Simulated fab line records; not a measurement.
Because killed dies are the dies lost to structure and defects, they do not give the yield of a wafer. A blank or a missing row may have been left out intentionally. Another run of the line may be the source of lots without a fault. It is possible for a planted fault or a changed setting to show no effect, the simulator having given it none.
fab line records    flow nand_harc    part 2 of 2: steps 24 to 32 of 32
record lots=5  wafers=15  last_day=23
route steps=1159 shown A_STAIRCASE@620
lots untouched by any fault: they come from a run of this same line in which no faults occurred
start_h: hours from the record's opening day to when the first of the lot's shown wafers began    wait_h: time in hours since the lot's previous step    " unchanged from the row above    L1.1+2: one row covering several wafers at once    - value missing, or start not given    * or withheld: withheld    < > ~ a bound
route shown NAME@n: a module of which the file shows steps, and the number in the route of the first    usual: average and standard deviation across the fault-free wafers    same: alike in all rows    chamber/n: place in a boat    sites: per-site readings    _std_site: standard deviation across them    _edge_site: the outer-site mean with the inner-site mean subtracted    radius_mm: how far each site lies from the wafer's centre    mask NAME#n: copy n    behind: the tool/chamber that last shaped the wafer    hold: what put the lot on hold/how long, in hours/how the hold closed    device: names the non-switching transistor (n, p or np)    end of line: the same wafers' tests at the end of the route    for a step that has no rows: nothing shown but its recipe    killed: dies lost to structure and defects at the first sort, not the wafer's yield    map: a wafer's dies, marking killed ones x, the rest . and places with no die _
set.NAME: the setting the step ran with; set.NAME@STEP: the setting that earlier step ran with    model.NAME: the simulator's own value behind a step, which no gauge read
lots at selected steps of the route; one table per step, one row per wafer
services: a tool's chamber out of use, with start hour (start_h, from the record's first day; less than 0 if before it), hours out, and reason
## steps
# step NHARC_A_STAIRCASE_DESCUM_252
# recipe time_s=3  o2_flow_sccm=200  ar_flow_sccm=0  bias_power_w=0  chemistry=O2
# usual drypump_motor_current_A=5.9/0.5  mfc_ar_sccm=0.006/0.011  oes_product_au=1.002/0.0073  rf_vpp_V=57.7/0.96  showerhead_plenum_p_Torr=1.90/0.069  throttle_valve_pct=11.311/0.0093
lot.wafer  tool         chamber  start_h  wait_h  drypump_motor_current_A  mfc_ar_sccm  oes_product_au  rf_hours_counter_h  rf_vpp_V  showerhead_plenum_p_Torr  throttle_valve_pct
L075.3     rie_diel-07  2        260.01   -       5.8                      0            1.008           10                  57.9      2.00                      11.311
L075.2     "            0        "        "       6.6                      0.032        1.009           9                   57.9      1.84                      11.315
L075.5     "            2        "        "       5.8                      0            0.992           -                   58.8      2.00                      11.302
L082.3     rie_diel-09  3        296.11   -       6.3                      0.009        0.999           13                  58.1      1.95                      11.322
L082.2     "            0        "        "       4.8                      0            1.001           14                  58.3      1.90                      11.322
L082.4     "            2        "        "       6.2                      0            1.004           10                  57.7      1.95                      11.311
L085.3     rie_diel-07  0        308.70   -       6.5                      0.032        1.009           29                  57.7      1.83                      11.327
L085.1     "            2        "        "       5.8                      0            1.000           28                  58.3      1.99                      11.320
L085.5     "            3        "        "       6.4                      0            1.009           -                   57.1      1.95                      11.301
L086.1     rie_diel-06  2        321.80   -       5.0                      0            1.005           29                  56.5      1.95                      11.310
L086.3     "            3        "        "       6.1                      0            0.998           20                  57.9      1.94                      11.313
L086.4     "            0        "        "       5.6                      0.003        1.001           29                  56.9      1.78                      11.305
L092.1     rie_diel-09  0        360.20   -       4.8                      0            1.002           38                  57.3      1.90                      11.295
L092.2     "            1        "        "       5.7                      0.029        0.997           34                  56.8      1.94                      11.310
L092.5     "            0        "        "       4.8                      0            1.005           -                   58.6      1.90                      11.311
# step NHARC_A_STAIRCASE_ETCH_253
# recipe target_depth_a=500  time_s=20.2  ion_energy_ev=400  c4f8_flow_sccm=20  o2_flow_sccm=10  ar_flow_sccm=withheld  rf_w=600  bias_w=1000  chemistry=C4F8/O2
# usual oes_product_au=0.958/0.013  rf_fwd_power_W=588/4.1  rf_vpp_V=895/4.4
lot.wafer  tool         chamber  start_h  wait_h  oes_product_au  rf_fwd_power_W  rf_hours_counter_h  rf_vpp_V
L075.3     rie_diel-07  3        260.24   0.2     0.953           586             10                  898
L075.2     "            0        "        "       0.949           586             10                  890
L075.5     "            3        "        "       0.954           582             -                   900
L082.3     rie_diel-09  1        296.20   0.1     0.968           582             11                  896
L082.2     "            2        "        "       0.933           593             10                  899
L082.4     "            0        "        "       0.955           587             14                  894
L085.1     rie_diel-07  0        308.78   0.1     0.971           584             29                  891
L085.3     "            3        "        "       0.964           583             28                  899
L085.5     "            0        "        "       0.964           585             -                   891
L086.1     rie_diel-06  2        321.88   0.1     0.963           588             29                  900
L086.3     "            0        "        "       0.960           586             29                  888
L086.4     "            1        "        "       0.937           592             29                  890
L092.1     rie_diel-09  3        360.29   0.1     0.982           594             37                  898
L092.2     "            0        "        "       0.958           587             38                  893
L092.5     "            2        "        "       0.982           590             -                   898
# step NHARC_A_STAIRCASE_STRIP_254
# recipe power_w=1500  temp_c=250  chemistry=O2
# usual drypump_motor_current_A=6.24/0.093  heater_power_w=330/13
lot.wafer  tool             chamber  start_h  wait_h  drypump_motor_current_A  heater_power_w  rf_hours_counter_h
L075.2     plasma_asher-02  1        260.33   -       6.35                     336             23
L075.3     "                1        "        "       6.35                     357             -
L075.5     "                0        "        "       6.19                     326             -
L082.2     plasma_asher-01  1        296.33   -       6.12                     333             3
L082.3     "                0        "        "       6.18                     313             -
L082.4     "                1        "        "       6.12                     322             -
L085.1     plasma_asher-02  1        309.07   -       6.39                     346             40
L085.3     "                0        "        "       6.23                     326             -
L085.5     "                1        "        "       6.38                     352             -
L086.1     plasma_asher-01  0        322.01   -       6.18                     325             13
L086.3     "                1        "        "       6.11                     321             -
L086.4     "                0        "        "       6.17                     321             -
L092.1     plasma_asher-01  1        360.38   -       6.14                     319             23
L092.2     "                0        "        "       6.23                     318             23
L092.5     "                0        "        "       6.23                     321             -
# step NHARC_A_STAIRCASE_STRIP_255
# recipe time_s=900  temp_c=130  chemistry=SPM
# usual bath_guard_temp_C=130.0/0.48
lot.wafer  tool          chamber  start_h  wait_h  bath_guard_temp_C
L075.3     wet_bench-06  3        260.68   0.2     130.8
L075.2     "             6        "        "       129.8
L075.5     "             7        "        "       130.3
L082.3     wet_bench-06  7        296.64   0.2     130.4
L082.2     "             0        "        "       129.2
L082.4     "             2        "        "       130.2
L085.1     wet_bench-01  0        309.42   0.3     129.8
L085.3     "             4        "        "       129.5
L085.5     "             5        "        "       129.5
L086.4     wet_bench-06  5        322.32   0.2     130.8
L086.3     "             7        "        "       130.4
L086.1     "             0        "        "       129.5
L092.5     wet_bench-06  3        360.73   0.1     130.9
L092.1     "             7        "        "       130.4
L092.2     "             0        "        "       129.6
# step NHARC_A_STAIRCASE_PRECLEAN_256
# recipe time_s=*  temp_c=50  bath_age_min=0  chemistry=SC1
# usual bath_guard_temp_C=50.0/0.49
lot.wafer  tool          chamber  start_h  wait_h  bath_guard_temp_C
L075.3     wet_bench-06  3        -        -       50.8
L075.2     "             6        "        "       49.8
L075.5     "             7        "        "       50.5
L082.3     wet_bench-06  7        -        -       50.4
L082.2     "             0        "        "       49.4
L082.4     "             2        "        "       50.3
L085.1     wet_bench-01  0        -        -       49.7
L085.3     "             4        "        "       49.7
L085.5     "             5        "        "       49.7
L086.4     wet_bench-06  5        -        -       50.7
L086.3     "             7        "        "       50.7
L086.1     "             0        "        "       49.6
L092.5     wet_bench-06  3        -        -       50.7
L092.1     "             7        "        "       50.2
L092.2     "             0        "        "       49.4
# step NHARC_A_STAIRCASE_SRD_257
lot.wafer   tool          chamber  start_h  wait_h
L075.3+2+5  wet_bench-06  3,6,7    -        -
L082.3+2+4  wet_bench-06  7,0,2    -        -
L085.1+3+5  wet_bench-01  0,4,5    -        -
L086.4+3+1  wet_bench-06  5,7,0    -        -
L092.5+1+2  wet_bench-06  3,7,0    -        -
# step NHARC_A_STAIRCASE_HM_DEP_456
# recipe target_thk_a=15000  temp_c=400  material=aC
# usual throttle_valve_pct=35.000/0.0084
lot.wafer  tool        chamber  start_h  wait_h  throttle_valve_pct
L075.2     acl_dep-03  0        261.45   -       35.008
L075.3     "           0        "        "       35.013
L075.5     "           0        "        "       35.005
L082.2     acl_dep-02  0        298.30   -       35.006
L082.3     "           0        "        "       35.007
L082.4     "           0        "        "       35.015
L085.1     acl_dep-03  0        311.08   -       35.013
L085.3     "           0        "        "       35.006
L085.5     "           0        "        "       35.014
L086.1     acl_dep-03  0        322.91   -       34.996
L086.3     "           0        "        "       34.999
L086.4     "           0        "        "       34.995
L092.1     acl_dep-01  0        364.34   -       34.998
L092.2     "           0        "        "       34.998
L092.5     "           0        "        "       34.996
# step NHARC_A_STAIRCASE_DEP_259
# recipe target_thk_a=300  target_thk_nm=30  temp_c=400  pressure_torr=3.5  flow_sccm=200  rf_w=350  material=SiON
# usual heater_power_outer_w=449/57  heater_power_w=773/79  rf_fwd_power_W=348.3/1.1  showerhead_vpp_V=1151/54
lot.wafer  tool      chamber  start_h  wait_h  heater_power_outer_w  heater_power_w  rf_fwd_power_W  showerhead_vpp_V  since_wet_clean_h
L075.2     pecvd-03  0        263.00   1.2     432                   780             349.0           1180              139
L075.3     "         2        "        "       593                   947             349.6           1111              -
L075.5     "         0        "        "       440                   784             348.1           1143              -
L082.3     pecvd-04  0        299.87   1.0     379                   688             347.2           1142              92
L082.2     "         1        "        "       422                   717             349.4           1007              92
L082.4     "         2        "        "       434                   712             348.1           1137              -
L085.1     pecvd-01  0        312.92   1.5     482                   792             348.1           1198              62
L085.3     "         2        "        "       397                   755             347.2           1180              63
L085.5     "         1        "        "       481                   829             350.5           1152              -
L086.3     pecvd-04  1        324.80   1.0     383                   653             348.5           1032              117
L086.1     "         0        "        "       388                   718             350.1           1162              117
L086.4     "         0        "        "       388                   713             348.0           1164              -
L092.1     pecvd-01  1        366.26   1.6     488                   829             345.7           1136              116
L092.2     "         2        "        "       447                   821             348.3           1174              116
L092.5     "         0        "        "       401                   698             348.4           1172              -
# step NHARC_A_STAIRCASE_DEHYDRATE_281
# recipe temp_c=150  time_s=120
lot.wafer   tool            chamber  start_h  wait_h
L075.2+3+5  litho_track-02  0        263.36   0.3
L082.2+3+4  litho_track-02  0        300.14   0.2
L085.1+3+5  litho_track-07  0        313.19   0.2
L086.1+3+4  litho_track-02  0        325.08   0.2
L092.1+2+5  litho_track-03  0        366.51   0.2
## services
tool             chamber  start_h  hours  kind
pecvd-01         -        237.47   13.0   pm
rie_diel-09      -        240.67   0.8    repair
rie_diel-06      -        242.47   9.0    pm
rie_diel-09      -        254.11   9.0    pm
krf_scanner-01   -        256.11   4.0    pm
rie_diel-06      -        275.48   0.3    repair
plasma_asher-01  -        276.57   9.0    pm
rie_diel-09      1        282.27   4.0    repair
rie_diel-09      2        285.48   8.2    repair
rie_diel-06      3        291.21   21.8   repair
wet_bench-06     -        305.60   8.0    pm
rie_diel-07      1        310.76   2.2    repair
krf_scanner-01   -        319.84   0.3    repair
plasma_asher-01  -        322.32   0.3    repair
rie_diel-06      3        326.38   3.6    repair
pecvd-01         2        328.29   33.3   repair
rie_diel-06      0        328.72   43.8   repair
litho_track-02   -        340.00   7.0    pm
krf_scanner-03   -        340.02   4.0    pm
rie_diel-07      2        340.48   15.5   repair
plasma_asher-01  -        352.35   5.3    repair
plasma_asher-02  -        360.24   9.0    pm
rie_diel-09      3        360.57   16.6   repair
litho_track-07   -        364.00   7.0    pm
